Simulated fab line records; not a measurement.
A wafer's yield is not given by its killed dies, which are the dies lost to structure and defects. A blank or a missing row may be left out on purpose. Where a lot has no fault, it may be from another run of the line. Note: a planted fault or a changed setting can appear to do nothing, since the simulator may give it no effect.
Code-filled problem report in 8D (eight disciplines) form / flow n5 finfet / the parts of the form that need people (team, actions taken, sign-off) are left out

1. THE ISSUE
etch rf on time s at N5_MOL_CONTACT_COAG_ETCH_105 reads a mean of 19.8 s on 4 wafers of 3 lots; wafers without a fault read 26.2 s with a standard deviation of 0.45. Measured from the usual mean, that is -14 standard deviations.
The step: etches SiARC in CF4, target depth 15.6 nm, time 26 s.
The first sign was on wafer L518.2 at day 8 03:49, on rie diel-01. At this step, 27 wafers from 10 lots have a number in the record. The rule behind "out" and "out of limits": a value lying over 4 standard deviations away from the usual mean. Any other wafer with a number is counted as sound.

2. WHAT IT IS, WHAT IT ISN'T
question=which readings at this step | is=etch rf on time s | is not=drypump motor current A, rf vpp V, showerhead plenum p Torr, throttle valve pct
question=which lots | is=L518, L520, L521 | is not=L507, L509, L516, L517, L525, L526, L528
question=which wafers of those lots | is=L518.2, L520.2, L520.3, L521.2 | is not=L518.1, L521.6
question=read on which tools | is=rie diel-01 | is not=rie diel-04, rie diel-06
question=when | is=from day 8 03:49 | is not=up to then (13 sound wafers); but 10 sound wafers of L521, L525, L526, L528 came after

3. WHAT RULES OUT EACH SUSPECT
Counting: any tool at a process step up to the reading remains a suspect provided it ran every lot that is out. Sound lots after the first of them don't rule it out here, since some wafers of a struck lot are sound.
- plasma asher-01 at N5_GATE_CUT_STRIP_21 (strips in N2/H2, time 30 s): kept. Every lot that is out went through it, the first being L518 (day 8 00:39); the last sound lot it ran before that was L509 (day 5 13:16).
- rie diel-01 at N5_MOL_CONTACT_COAG_ETCH_59 (etches underlayer in N2/H2, target depth 13 nm, time 10.4 s): kept. Every lot that is out went through it, the first being L518 (day 8 03:47); the last sound lot it ran before that was L517 (day 7 20:34).
- rie diel-01 at N5_MOL_CONTACT_COAG_ETCH_105 (etches SiARC in CF4, target depth 15.6 nm, time 26 s): kept. Every lot that is out went through it, the first being L518 (day 8 03:49); the last sound lot it ran before that was L517 (day 7 20:35). Its own etch rf on time s readings are out on those wafers.
plasma asher-01 at N5_GATE_CUT_STRIP_21, rie diel-01 at N5_MOL_CONTACT_COAG_ETCH_59 and rie diel-01 at N5_MOL_CONTACT_COAG_ETCH_105 are what is left after counting.

4. THE CAUSE (what the simulator had put in)
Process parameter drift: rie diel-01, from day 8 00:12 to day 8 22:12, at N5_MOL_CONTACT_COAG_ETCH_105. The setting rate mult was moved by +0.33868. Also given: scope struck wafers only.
Counting leaves 3 suspects; this tool is one of them.

5. THE CHAIN OF EFFECTS, in route order
One row per reading whose mean, taken over the struck wafers that have a number, lies over 3 standard deviations from the usual. Scope: only readings with a usual standard deviation given in the record; hours: median across lots of the time from each lot's start at the first step in this table that gives one to its start at this step; sigmas: change in usual standard deviations.
hours=0; step=N5_MOL_CONTACT_COAG_ETCH_105; reading=etch rf on time s; usual=26.2 s; on struck wafers=19.8; change=-6.4; sigmas=-14
Its process steps:
- N5_MOL_CONTACT_COAG_ETCH_105: etches SiARC in CF4, target depth 15.6 nm, time 26 s.
Later measuring or inspecting steps at which every struck wafer that the step has a row for has a number for every such reading, and none has moved that far: N5_BEOL_M4_RC_MEAS_101.

6. WHAT WOULD HAVE CAUGHT IT SOONER
The fault began at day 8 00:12; the first out-of-limits reading in this record came at day 8 03:49, 4 hours later.
